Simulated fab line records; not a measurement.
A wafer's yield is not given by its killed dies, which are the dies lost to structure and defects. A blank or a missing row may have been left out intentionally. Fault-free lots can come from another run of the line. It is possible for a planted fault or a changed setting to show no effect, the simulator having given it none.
Which tool was responsible? | flow nandHarc | 37 wafers from 13 lots sampled at 6 of the route's 1302 steps

== WHAT THE GAUGES SHOWED, per wafer ==
NHARC_END_SORT_01.
lot  | measured     | on        | killedAtArray | killedAtOther | killedAtPeriphery | killedDies | killedOpen | killedShort
L332 | day 28 15:37 | prober-01 | 136           | 0             | 2                 | 138        | 3          | 4

== WHAT TOOL EACH LOT RAN ON (gives the tool, then ch and the chambers of the sampled wafers, and finally the start) ==
lot  | NHARC_A_STAIRCASE_ALD_415       | NHARC_A_STAIRCASE_ALD_420       | NHARC_A_STAIRCASE_CMP_152     | NHARC_A_STAIRCASE_DEP_471       | NHARC_A_SGD_CUT_DEP_00
L324 | aldHk-02 ch 0,1,3, day 16 22:26 | aldHk-02 ch 0,1,3, day 17 04:58 | cmp-04 ch 0,2,3, day 18 21:58 | pecvd-03 ch 0,1, day 18 23:09   | pecvd-04 ch 0,1,2, day 18 23:50
L332 | aldHk-01 ch 2, day 20 13:50     | aldHk-02 ch 0, day 20 18:28     | cmp-03 ch 3, day 22 06:19     | pecvd-01 ch 1, day 22 07:31     | pecvd-04 ch 1, day 22 12:56
L335 | aldHk-04 ch 2,3, day 21 11:17   | aldHk-04 ch 0,2,3, day 21 16:26 | cmp-01 ch 1,2, day 23 07:25   | pecvd-04 ch 0,1,2, day 23 08:31 | pecvd-04 ch 0,1,2, day 23 09:15
L336 | aldHk-02 ch 1,2,3, day 22 05:34 | aldHk-01 ch 2,3, day 22 10:13   | cmp-04 ch 0,3, day 24 02:08   | pecvd-01 ch 1,2, day 24 03:28   | pecvd-02 ch 0,2, day 24 04:11
L337 | aldHk-04 ch 0,1,2, day 22 18:48 | aldHk-01 ch 0,1,3, day 23 00:39 | cmp-04 ch 1,3, day 24 16:09   | pecvd-01 ch 0,2, day 24 17:17   | pecvd-02 ch 0,1,2, day 24 18:01
L338 | aldHk-04 ch 1,2,3, day 23 11:13 | aldHk-04 ch 0,1,2, day 23 16:08 | cmp-04 ch 1,2,3, day 25 06:46 | pecvd-03 ch 0,2, day 25 07:52   | pecvd-03 ch 0,1,2, day 25 08:32
L339 | aldHk-02 ch 0,2,3, day 23 12:48 | aldHk-02 ch 0,1, day 23 15:58   | cmp-04 ch 0,1,2, day 25 07:43 | pecvd-04 ch 0,2, day 25 08:48   | pecvd-03 ch 0,1,2, day 25 09:31
L340 | aldHk-04 ch 1,2,3, day 23 20:50 | aldHk-02 ch 0,3, day 24 01:40   | cmp-03 ch 0,2,3, day 25 16:49 | pecvd-04 ch 0,1, day 25 17:55   | pecvd-03 ch 0,1, day 25 18:37
L342 | aldHk-01 ch 0,3, day 25 10:50   | aldHk-04 ch 0,2,3, day 25 16:26 | cmp-03 ch 1,3, day 27 10:18   | pecvd-03 ch 0,2, day 27 11:28   | pecvd-03 ch 0,1,2, day 27 12:09
L344 | aldHk-02 ch 1,3, day 25 15:02   | aldHk-01 ch 0,1,2, day 25 21:29 | cmp-04 ch 0,1,3, day 27 13:06 | pecvd-03 ch 0,1,2, day 27 14:17 | pecvd-03 ch 0,1,2, day 27 15:00
L343 | aldHk-01 ch 0,1,3, day 25 16:59 | aldHk-02 ch 0,3, day 25 21:28   | cmp-04 ch 1,3, day 27 09:58   | pecvd-01 ch 0,1,2, day 27 11:07 | pecvd-03 ch 0,2, day 27 11:54
L345 | aldHk-01 ch 0,1,3, day 26 09:32 | aldHk-02 ch 0,1,2, day 26 14:23 | cmp-04 ch 0,2, day 28 07:10   | pecvd-01 ch 0,2, day 28 08:15   | pecvd-02 ch 0,1,2, day 28 08:58
L347 | aldHk-01 ch 0,1, day 26 21:25   | aldHk-01 ch 0,2,3, day 27 03:29 | cmp-03 ch 0,1,3, day 28 22:27 | pecvd-04 ch 0,2, day 28 23:37   | pecvd-04 ch 0,1,2, day 29 00:19
- NHARC_A_STAIRCASE_ALD_415: deposits SiO2, target thk 30 nm, pulse time 6 s, ald cycles 300.
- NHARC_A_STAIRCASE_ALD_420: deposits SiO2, target thk 20 nm, pulse time 6 s, ald cycles 200.
- NHARC_A_STAIRCASE_CMP_152: polishes.
- NHARC_A_STAIRCASE_DEP_471: deposits SiO2, target thk 100 nm.
- NHARC_A_SGD_CUT_DEP_00: deposits SiNx, target thk 50 nm.

== WHAT THE TOOLS THEMSELVES READ (means of the sampled wafers that have a number; where no wafer has one, the mark that the record gives instead) ==
NHARC_A_STAIRCASE_ALD_415.
lot  | tool     | heaterPowerW (W) | precursorPulseHeightRel
L324 | aldHk-02 | 444              | 0.989
L332 | aldHk-01 | 346              | 0.997
L335 | aldHk-04 | 442              | 0.994
L336 | aldHk-02 | 451              | 1.004
L337 | aldHk-04 | 457              | 1.002
L338 | aldHk-04 | 444              | 1.002
L339 | aldHk-02 | 485              | 1.025
L340 | aldHk-04 | 445              | 0.993
L342 | aldHk-01 | 445              | 1.010
L344 | aldHk-02 | 444              | 1.007
L343 | aldHk-01 | 470              | 1.010
L345 | aldHk-01 | 475              | 0.988
L347 | aldHk-01 | 505              | 0.996

NHARC_A_STAIRCASE_ALD_420.
lot  | tool     | heaterPowerW (W) | precursorPulseHeightRel
L324 | aldHk-02 | 455              | 0.989
L332 | aldHk-02 | 491              | 1.041
L335 | aldHk-04 | 460              | 1.016
L336 | aldHk-01 | 347              | 0.992
L337 | aldHk-01 | 470              | 0.999
L338 | aldHk-04 | 460              | 0.987
L339 | aldHk-02 | 432              | 1.003
L340 | aldHk-02 | 471              | 0.988
L342 | aldHk-04 | 463              | 0.982
L344 | aldHk-01 | 469              | 0.998
L343 | aldHk-02 | 470              | 0.987
L345 | aldHk-02 | 476              | 1.007
L347 | aldHk-01 | 397              | 1.001

NHARC_A_STAIRCASE_CMP_152.
lot  | tool   | motorCurrentA (A) | padLifeWafers
L324 | cmp-04 | 11.3              | 80
L332 | cmp-03 | 11.9              | -
L335 | cmp-01 | 10.8              | 223
L336 | cmp-04 | 11.3              | 176
L337 | cmp-04 | 10.3              | 223
L338 | cmp-04 | 11.1              | 278
L339 | cmp-04 | 12.1              | 290
L340 | cmp-03 | 12.4              | 164
L342 | cmp-03 | 12.0              | 325
L344 | cmp-04 | 11.6              | 116
L343 | cmp-04 | 10.5              | 98
L345 | cmp-04 | 12.7              | 182
L347 | cmp-03 | 12.1              | 62

NHARC_A_STAIRCASE_DEP_471.
lot  | tool     | heaterPowerW (W) | rfFwdPowerW (W) | throttleValvePct (%)
L324 | pecvd-03 | 570              | 897.9           | 16.5
L332 | pecvd-01 | 480              | 898.2           | 16.5
L335 | pecvd-04 | 546              | 896.3           | 16.4
L336 | pecvd-01 | 494              | 896.9           | 16.0
L337 | pecvd-01 | 507              | 896.4           | 15.7
L338 | pecvd-03 | 698              | 896.8           | 16.7
L339 | pecvd-04 | 517              | 899.4           | 16.5
L340 | pecvd-04 | 577              | 894.4           | 15.8
L342 | pecvd-03 | 609              | 895.9           | 16.5
L344 | pecvd-03 | 539              | 897.0           | 16.8
L343 | pecvd-01 | 519              | 894.2           | 16.3
L345 | pecvd-01 | 495              | 895.5           | 15.9
L347 | pecvd-04 | 585              | 894.9           | 16.6

NHARC_A_SGD_CUT_DEP_00.
lot  | tool     | heaterPowerW (W) | rfFwdPowerW (W)
L324 | pecvd-04 | 710              | 447.6
L332 | pecvd-04 | 560              | 451.2
L335 | pecvd-04 | 654              | 447.8
L336 | pecvd-02 | 671              | 448.3
L337 | pecvd-02 | 699              | 448.7
L338 | pecvd-03 | 715              | 449.1
L339 | pecvd-03 | 758              | 447.7
L340 | pecvd-03 | 804              | 449.1
L342 | pecvd-03 | 710              | 447.8
L344 | pecvd-03 | 720              | 447.5
L343 | pecvd-03 | 787              | 448.3
L345 | pecvd-02 | 747              | 447.1
L347 | pecvd-04 | 722              | 447.9

== THE ANSWER, worked out from the rows above alone ==
Rule: the usual values come from the lots themselves. The widest of any qualifying gaps counts: lots, ordered by their means at a reading, are off when they make up no more than a third of the lots, leave a main group of 4 or more, and stand apart from it by 3 or more times the standard deviation of that group's means. Not used: any main group whose means are identical at the precision the tables above print for the reading. A lot without any number at a reading at which 4 lots or more have one is off too. Any other lot the step has rows for is counted as sound. First the gauges in route order, then the tools' own readings, where a lot's mean is used as printed above. The first step at which some lot is off is used, and at that step the reading that is off furthest; a lot without a number counts as furthest.
Off at NHARC_A_STAIRCASE_ALD_415 (heaterPowerW): L332. The main group has a mean of 459 W with a standard deviation of 20.
A tool fits if, at that step or a process step before it, it ran every lot that is off, and no sound lot after the first of them. Of those tried, none fits.

== WHAT THE SIMULATOR PUT IN ==
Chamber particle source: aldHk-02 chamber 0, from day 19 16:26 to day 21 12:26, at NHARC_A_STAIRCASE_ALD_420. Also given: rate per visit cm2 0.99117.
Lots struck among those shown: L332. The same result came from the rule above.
